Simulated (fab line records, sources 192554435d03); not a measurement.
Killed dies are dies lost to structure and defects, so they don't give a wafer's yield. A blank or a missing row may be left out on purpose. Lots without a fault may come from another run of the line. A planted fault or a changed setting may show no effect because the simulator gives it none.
fab line records | flow n5_finfet
record lots=10 wafers=29 last_day=17
route steps=1938 shown BEOL_M3@931 BEOL_M4@1111 PASSIVATION@1936
lots that met no fault: from a run of the same line without faults
start_h: hours from the record's first day to the start of the lot's first wafer shown | wait_h: hours since the lot's step before | " the same as in the row above | L1.1+2: a row that stands for several wafers | - no value, or no start given | * or withheld: withheld | < > ~ a bound
route shown NAME@n: a module of which the file shows steps, and the number in the route of the first | usual: mean/standard deviation of fault-free wafers | same: alike in all rows | chamber/n: place in a boat | sites: the reading at each site | _std_site: their standard deviation | _edge_site: outer sites' mean less inner sites' | radius_mm: how far each site lies from the wafer's centre | mask NAME#n: copy n | behind: the tool/chamber that last shaped the wafer | hold: why the lot was held/for how many hours/how that ended | device: the transistor (n, p or np) that didn't switch | end of line: the same wafers' tests at the end of the route | a step without rows: its recipe alone | killed: dies lost to structure and defects at the first sort, not the wafer's yield | map: a wafer's dies, x killed, . not, _ none there
set.NAME: the setting as run; set.NAME@STEP: as run at that earlier step | model.NAME: the simulator's own value behind a step, which no gauge read
steps of the route over a sample of lots; a table a step, a row a wafer
services: from which hour (start_h, from the record's first day; less than 0 if before it) a tool's chamber was out of use, for how many hours, and why
## steps
# step N5_BEOL_M3_ILD_DEP_00
# recipe material=SiOC target_thk_a=790 temp_c=350 precursor=DEMS/O2 pressure_torr=5 rf_w=500 time_s=15.3
# usual heater_power_w=515/65 showerhead_plenum_p_Torr=5.688/0.016 showerhead_vpp_V=1395/50 throttle_valve_pct=12.2/0.89
# columns lot.wafer tool chamber start_h wait_h heater_power_w showerhead_plenum_p_Torr showerhead_vpp_V throttle_valve_pct
L630.2 pecvd-04 1 146.00 0.0 494 5.706 1432 13.9
L630.6 " 0 " " 467 5.663 1352 12.0
L631.2 pecvd-03 2 157.11 0.0 483 5.686 1495 11.6
L631.5 " 1 " " 583 5.669 1375 12.3
L631.6 " 2 " " 502 5.681 1485 11.4
L632.1 pecvd-02 1 163.38 0.0 601 5.711 1346 12.3
L632.3 " 0 " " 516 5.671 1471 11.9
L632.6 " 2 " " 409 5.704 1299 12.1
L634.1 pecvd-02 2 172.93 0.0 432 5.692 1330 12.2
L634.4 " 0 " " 522 5.663 1497 11.9
L634.5 " 2 " " 431 5.713 1314 12.1
L637.4 pecvd-03 1 187.31 0.1 531 5.679 1377 12.2
L637.5 " 0 " " 583 5.685 1397 12.4
L637.6 " 1 " " 540 5.692 1367 12.5
L642.1 pecvd-04 2 228.80 0.0 505 5.682 1335 11.0
L642.2 " 0 " " 442 5.676 1401 12.1
L642.4 " 0 " " 450 5.650 1393 12.2
L643.1 pecvd-04 0 239.24 0.0 391 5.666 1409 12.4
L643.4 " 1 " " 575 5.694 1402 13.7
L643.6 " 0 " " 415 5.669 1398 11.9
L647.1 pecvd-03 0 249.72 0.0 579 5.694 1380 12.3
L647.5 " 0 " " 595 5.689 1402 12.3
L647.6 " 2 " " 445 5.683 1490 11.6
L648.2 pecvd-04 2 253.89 0.0 525 5.689 1372 10.7
L648.3 " 2 " " 518 5.676 1319 11.2
L648.5 " 1 " " 568 5.701 1455 14.0
L651.2 pecvd-02 2 279.15 0.0 406 5.701 1276 11.0
L651.3 " 0 " " 511 5.659 1473 12.0
L651.6 " 1 " " 567 5.702 1384 12.5
# step N5_BEOL_M3_CD_MEAS_11
# recipe target_cd_nm=17.05 landing_energy_ev=500 detector=se_inlens polarity=opening
# usual cd_nm=17.03/0.24
# columns lot.wafer tool chamber start_h wait_h cd_nm
L630.2 cd_sem-02 0 149.16 - 16.85
L630.6 " 0 " " 17.20
L631.2 cd_sem-03 0 159.22 - 17.49
L631.5 " 0 " " 17.16
L631.6 " 0 " " 17.13
L632.1 cd_sem-03 0 164.29 - 16.69
L632.3 " 0 " " 17.17
L632.6 " 0 " " 16.69
L634.1 cd_sem-02 0 174.22 - 17.03
L634.4 " 0 " " 16.77
L634.5 " 0 " " 16.64
L637.4 cd_sem-03 0 188.89 - 16.92
L637.5 " 0 " " 17.18
L637.6 " 0 " " 17.15
L642.1 cd_sem-02 0 230.93 - 17.03
L642.2 " 0 " " 17.03
L642.4 " 0 " " 16.96
L643.1 cd_sem-01 0 241.75 - 17.38
L643.4 " 0 " " 16.46
L643.6 " 0 " " 17.22
L647.1 cd_sem-01 0 250.72 - 17.28
L647.5 " 0 " " 16.86
L647.6 " 0 " " 17.21
L648.2 cd_sem-03 0 258.14 - 17.30
L648.3 " 0 " " 17.20
L648.5 " 0 " " 16.84
L651.2 cd_sem-02 0 280.15 - 17.41
L651.3 " 0 " " 17.03
L651.6 " 0 " " 17.20
# step N5_BEOL_M3_DESCUM_16
# recipe chemistry=O2 time_s=7 source_power_w=50 bias_power_w=20 pressure_mtorr=20 rf_frequency_hz=2.712e+07 temp_c=40 resist=CAR-EUV o2_flow_sccm=225
# usual drypump_motor_current_A=5.6/0.54 oes_product_au=0.78/0.076 rf_vpp_V=243.2/1.7 showerhead_plenum_p_Torr=2.10/0.087 throttle_valve_pct=20.41/0.22
# columns lot.wafer tool chamber start_h wait_h drypump_motor_current_A oes_product_au rf_hours_counter_h rf_vpp_V showerhead_plenum_p_Torr throttle_valve_pct
L630.2 rie_diel-01 0 149.28 0.0 4.9 0.87 50 244.0 2.12 20.47
L630.6 " 3 " " 5.4 0.70 - 240.8 1.99 20.39
L631.2 rie_diel-01 2 159.34 0.0 5.0 0.69 227 241.7 2.05 20.82
L631.5 " 1 " " 5.8 0.87 - 244.7 2.14 20.52
L631.6 " 2 " " 5.0 0.70 - 242.3 2.05 20.81
L632.1 rie_diel-05 0 164.62 0.2 5.6 0.78 115 240.7 1.95 20.52
L632.3 " 2 " " 6.7 0.81 99 245.1 2.20 19.97
L632.6 " 3 " " 5.8 0.70 - 243.3 2.18 20.29
L634.1 rie_diel-05 3 174.35 0.0 5.8 0.70 209 244.7 2.18 20.29
L634.4 " 2 " " 6.7 0.81 101 245.0 2.20 20.00
L634.5 " 0 " " 5.6 0.77 - 238.7 1.96 20.53
L637.4 rie_diel-03 1 189.03 0.0 6.1 0.90 - 242.3 2.04 20.28
L637.5 " 3 " " 5.4 0.71 - 244.1 2.17 20.56
L637.6 " 2 " " 5.1 0.75 - 242.3 2.01 20.42
L642.1 rie_diel-01 1 231.05 0.0 5.8 0.83 58 244.7 2.13 20.56
L642.2 " 3 " " 5.4 0.68 218 241.3 1.98 20.42
L642.4 " 3 " " 5.4 0.67 - 240.8 1.98 20.42
L643.1 rie_diel-05 3 241.88 0.0 5.8 0.69 229 245.2 2.17 20.31
L643.4 " 2 " " 6.8 0.79 120 245.8 2.19 20.01
L643.6 " 3 " " 5.8 0.68 - 243.4 2.17 20.33
L647.1 rie_diel-05 3 251.13 0.3 5.8 0.68 232 242.9 2.17 20.32
L647.5 " 1 " " 6.1 0.80 - 245.2 2.20 20.18
L647.6 " 2 " " 6.7 0.78 - 245.1 2.19 20.00
L648.2 rie_diel-01 0 258.26 0.0 4.9 0.82 85 244.0 2.11 20.54
L648.3 " 1 " " 5.8 0.81 67 244.9 2.13 20.57
L648.5 " 3 " " 5.4 0.67 - 241.2 1.98 20.43
L651.2 rie_diel-03 0 280.52 0.3 5.9 0.70 195 242.9 2.09 20.69
L651.3 " 3 " " 5.4 0.97 4 244.1 2.16 20.16
L651.6 " 2 " " 5.1 0.73 - 241.6 2.00 20.47
# step N5_BEOL_M3_ETCH_69
# recipe chemistry=CF4 target=SiARC target_depth_a=156 mask_material=CAR-EUV time_s=26 ion_energy_ev=80 pressure_mtorr=40 source_w=545 bias_w=36 Ar_flow_sccm=100 cf4_flow_sccm=100 ends=cleared
# usual bias_w=36.01/0.11 drypump_motor_current_A=5.6/0.53 etch_rf_on_time_s=25.8/0.59 oes_product_au=0.67/0.066 rf_vpp_V=184.1/1.3 showerhead_plenum_p_Torr=2.13/0.08 throttle_valve_pct=15.56/0.22
# columns lot.wafer tool chamber start_h wait_h bias_w drypump_motor_current_A etch_rf_on_time_s oes_product_au rf_hours_counter_h rf_vpp_V showerhead_plenum_p_Torr throttle_valve_pct
L630.2 rie_diel-01 2 150.40 0.0 36.08 5.0 26.5 0.59 224 184.8 2.12 16.11
L630.6 " 0 " " 36.10 4.9 25.7 0.76 - 186.5 2.16 15.51
L631.2 rie_diel-01 3 160.67 0.0 35.85 5.3 19.2 0.72 203 182.8 2.05 15.65
L631.5 " 2 " " 36.08 5.0 19.4 0.71 - 183.5 2.12 16.13
L631.6 " 1 " " 36.11 5.8 18.4 0.93 - 183.6 2.18 15.55
L632.1 rie_diel-01 3 165.62 0.0 35.93 5.3 18.9 0.73 204 185.4 2.05 15.65
L632.3 " 2 " " 36.04 5.0 19.6 0.70 229 184.5 2.12 16.13
L632.6 " 3 " " 36.01 5.3 19.2 0.72 - 183.2 2.05 15.65
L634.1 rie_diel-05 0 175.39 0.0 36.05 5.6 24.9 0.67 117 182.3 1.99 15.55
L634.4 " 1 " " 35.98 6.1 25.9 0.72 57 185.6 2.26 15.37
L634.5 " 3 " " 35.99 5.7 26.0 0.61 - 185.3 2.20 15.41
L637.4 rie_diel-01 1 190.06 0.0 36.11 5.8 18.4 0.91 44 185.6 2.17 15.56
L637.5 " 1 " " 36.04 5.8 18.3 0.90 - 184.4 2.17 15.56
L637.6 " 2 " " 36.04 5.0 19.4 0.71 - 183.5 2.11 16.13
L642.1 rie_diel-05 1 232.23 0.0 35.89 6.1 26.3 0.70 74 186.5 2.25 15.40
L642.2 " 0 " " 35.97 5.6 25.1 0.65 134 180.5 1.99 15.59
L642.4 " 2 " " 36.07 6.7 25.3 0.69 117 185.1 2.23 15.17
L643.1 rie_diel-03 2 243.14 0.0 36.00 5.1 25.8 0.64 178 183.6 2.06 15.71
L643.4 " 3 " " 36.04 5.4 26.3 0.59 249 184.1 2.19 15.69
L643.6 " 2 " " 36.12 5.0 26.1 0.64 - 183.5 2.06 15.71
L647.1 rie_diel-03 2 252.23 0.0 35.94 5.0 25.9 0.63 181 182.8 2.06 15.71
L647.5 " 1 " " 36.07 6.1 26.0 0.73 - 185.0 2.09 15.44
L647.6 " 0 " " 35.93 5.9 27.1 0.61 - 184.4 2.13 15.75
L648.2 rie_diel-01 2 259.30 0.0 36.03 5.0 25.7 0.85 4 183.7 2.11 15.65
L648.3 " 0 " " 35.99 4.9 25.2 0.72 86 186.3 2.15 15.59
L648.5 " 3 " " 36.25 5.3 25.8 0.59 - 184.2 2.04 15.67
L651.2 rie_diel-01 0 281.71 0.0 36.00 4.9 25.4 0.71 93 184.6 2.15 15.60
L651.3 " 2 " " 36.05 5.0 25.9 0.83 11 184.5 2.11 15.68
L651.6 " 2 " " 35.78 5.0 25.9 0.81 - 183.7 2.11 15.68
# step N5_BEOL_M4_RC_MEAS_101
# usual DIBL_N=36.3/1.6 DIBL_P=36.2/2.1 IOFF_N=0.16/0.031 IOFF_P=0.21/0.034 ION_N=673/11 ION_P=461/7.4 SS_N=71.6/0.55 SS_P=73.3/0.66 VT_N=251/3.2 VT_P=-251/3.5
# columns lot.wafer tool chamber start_h wait_h DIBL_N[mV/V] DIBL_P[mV/V] IOFF_N[nA/um] IOFF_P[nA/um] ION_N[uA/um] ION_P[uA/um] SS_N[mV/dec] SS_P[mV/dec] VT_N[mV] VT_P[mV]
L630.2 prober-02 0 163.25 0.2 33.4 33.4 0.12 0.15 664 452 70.8 72.9 258 -254
L630.6 " 0 " " 35.0 36.1 0.15 0.20 661 453 71.6 73.3 249 -251
L631.2 prober-01 0 180.04 0.2 37.1 37.1 0.18 0.21 673 458 72.1 74.2 248 -250
L631.5 " 0 " " 34.0 33.1 0.12 0.16 648 447 71.8 72.7 254 -255
L631.6 " 0 " " 35.2 35.2 0.15 0.18 679 456 72.0 73.1 250 -254
L632.1 prober-02 0 185.05 0.0 36.0 35.8 0.14 0.22 661 460 72.0 73.4 255 -250
L632.3 " 0 " " 38.8 39.2 0.20 0.28 679 467 71.9 74.3 249 -244
L632.6 " 0 " " 38.9 39.4 0.19 0.28 675 473 72.2 74.7 248 -244
L634.1 prober-01 0 192.87 0.0 39.4 39.1 0.25 0.27 681 460 72.0 74.2 244 -247
L634.4 " 0 " " 39.9 40.1 0.24 0.28 683 461 72.9 74.2 245 -247
L634.5 " 0 " " 40.0 39.6 0.26 0.28 683 464 72.5 73.5 246 -248
L637.4 prober-02 0 206.67 0.5 34.8 35.7 0.14 0.18 652 452 70.9 72.8 247 -252
L637.5 " 0 " " 36.3 37.0 0.16 0.19 679 461 71.2 73.4 250 -254
L637.6 " 0 " " 37.1 38.3 0.18 0.22 665 455 71.7 74.2 246 -250
L642.1 prober-01 0 245.71 0.0 36.4 38.2 0.18 0.25 687 474 71.8 73.9 246 -248
L642.2 " 0 " " 35.1 35.3 0.15 0.19 670 457 71.4 73.2 249 -250
L642.4 " 0 " " 38.9 40.0 0.22 0.27 682 467 72.6 74.5 246 -250
L643.1 prober-02 0 256.65 0.0 36.4 34.9 0.15 0.19 674 457 71.6 72.7 248 -251
L643.4 " 0 " " 34.2 32.6 0.12 0.16 643 451 71.2 71.4 255 -251
L643.6 " 0 " " 34.8 34.5 0.14 0.19 660 459 70.7 73.0 253 -252
L647.1 prober-01 0 268.94 0.0 36.5 37.0 0.16 0.20 669 462 72.3 73.6 251 -249
L647.5 " 0 " " 36.2 36.8 0.15 0.20 665 460 71.2 73.7 251 -251
L647.6 " 0 " " 35.5 34.7 0.13 0.17 661 452 71.5 73.0 256 -253
L648.2 prober-01 0 273.49 0.2 36.9 37.1 0.16 0.18 670 454 71.6 73.1 251 -258
L648.3 " 0 " " 33.8 33.7 0.11 0.13 662 446 70.9 72.7 256 -262
L648.5 " 0 " " 36.6 37.1 0.16 0.17 682 459 71.5 73.2 249 -258
L651.2 prober-01 0 298.01 0.2 37.9 38.5 0.19 0.23 687 466 71.7 74.6 248 -249
L651.3 " 0 " " 39.1 41.1 0.23 0.28 697 472 73.3 74.0 245 -248
L651.6 " 0 " " 39.1 41.7 0.25 0.29 708 478 72.5 74.3 243 -248
# step N5_PASSIVATION_PROBE_49
# usual defect_limited_yield=91.5/1.5 killed_at_M0_to_M3=32/9.4 killed_at_M4_up=12/5.1 killed_at_contacts=11/7.4 killed_at_front_end=41/11 killed_at_other=3.4/2.5 killed_dies=100/17 killed_open=65/14 killed_short=33/7 sort_bin_4_leakage=0.00/0.01 sort_bin_5_function=4.9/0.96 sort_bin_6_memory=3.1/0.7 sort_bin_8_speed=0.00/0.01 sort_n_pass=1080/17 sort_yield_pct=91.5/1.5
# same gross_dies=1180 killed_at_back_side=0
# columns lot.wafer tool chamber start_h wait_h defect_limited_yield[%] killed_at_M0_to_M3 killed_at_M4_up killed_at_contacts killed_at_front_end killed_at_other killed_dies killed_open killed_short sort_bin_4_leakage[%] sort_bin_5_function[%] sort_bin_6_memory[%] sort_bin_8_speed[%] sort_n_pass sort_yield_pct[%]
L642.1 prober-02 - 339.74 0.0 91.7 40 15 6 30 7 98 67 30 0 5.1 2.9 0 1082 91.7
L642.2 prober-02 - 339.79 0.1 91.5 26 15 7 51 1 100 65 35 0 6.0 2.3 0 1080 91.5
L642.4 prober-02 - 339.89 0.2 91.4 28 8 14 51 1 102 68 33 0 4.9 3.4 0 1078 91.4
# killed by level:class
L642.1 BEOL_M0_SAQP:geometric_particle:short=12 BEOL_M0_SAQP:geometric_particle:open=12 BEOL_M1:geometric_particle:open=7 BEOL_M4:geometric_particle:open=6 PASS1_DEP:geometric_particle:open=6 DUMMY_GATE:geometric_particle:open=5 MOL_CONTACT_COAG:geometric_particle:open=5 BEOL_M3:geometric_particle:open=5
L642.2 STI_FIN_REVEAL:geometric_particle:open=14 FIN_SAQP:geometric_particle:short=12 BEOL_M0_SAQP:geometric_particle:short=8 BEOL_M0_SAQP:geometric_particle:open=8 FIN_SAQP:geometric_particle:open=7 MOL_CONTACT_COAG:geometric_particle:open=5 DUMMY_GATE:geometric_particle:open=4 GATE_CUT:geometric_particle:open=4
L642.4 FIN_SAQP:geometric_particle:open=15 MOL_CONTACT_COAG:geometric_particle:open=13 FIN_SAQP:geometric_particle:short=10 BEOL_M0_SAQP:geometric_particle:open=9 STI_FIN_REVEAL:geometric_particle:open=4 DUMMY_GATE:geometric_particle:open=4 BEOL_M2:geometric_particle:open=4 BEOL_M0_SAQP:geometric_particle:short=3
## services
# columns tool chamber start_h hours kind
pecvd-04 - 135.85 0.9 repair
rie_diel-01 1 140.00 12.9 repair
pecvd-03 0 146.19 21.5 repair
pecvd-04 1 148.80 8.8 repair
pecvd-04 - 157.10 2.5 repair
rie_diel-05 - 159.79 0.5 repair
pecvd-04 - 166.30 2.6 repair
pecvd-03 - 171.75 3.1 repair
pecvd-02 0 180.51 9.0 repair
rie_diel-03 0 181.89 7.9 repair
pecvd-02 - 191.19 0.5 repair
pecvd-03 1 206.10 6.1 repair
rie_diel-01 3 211.88 14.8 repair
rie_diel-01 2 230.42 - clean
rie_diel-01 2 230.42 - consumable_replace:focus_ring
rie_diel-01 2 230.42 13.2 scheduled_down
rie_diel-01 2 230.42 13.2 vent_cycle
rie_diel-03 3 232.01 2.0 repair
pecvd-04 - 238.23 0.5 repair
rie_diel-03 3 245.09 - clean
pecvd-02 - 250.62 2.8 pm
pecvd-04 0 251.52 12.3 repair
rie_diel-03 3 266.40 4.3 repair
pecvd-03 - 271.33 1.2 repair
## key
first_sign step=N5_BEOL_M3_ETCH_69 reading=etch_rf_on_time_s direction=down sigmas=12 usual=* struck=*
effect step=N5_BEOL_M3_ETCH_69 reading=oes_product_au direction=up sigmas=1.7 usual=0.67 struck=0.78 wafers_moved=3
met_at N5_BEOL_M3_ETCH_69
struck_lots L631,L632,L637
not_acting_at N5_BEOL_M3_ILD_DEP_00,N5_BEOL_M3_CD_MEAS_11,N5_BEOL_M3_DESCUM_16
onset_between 150.40 160.67
fault kind=process_parameter_drift tool=rie_diel-01 chamber=- onset_h=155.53 steps=N5_BEOL_M3_ETCH_69 channel=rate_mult offset=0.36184 shape=step end_h=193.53
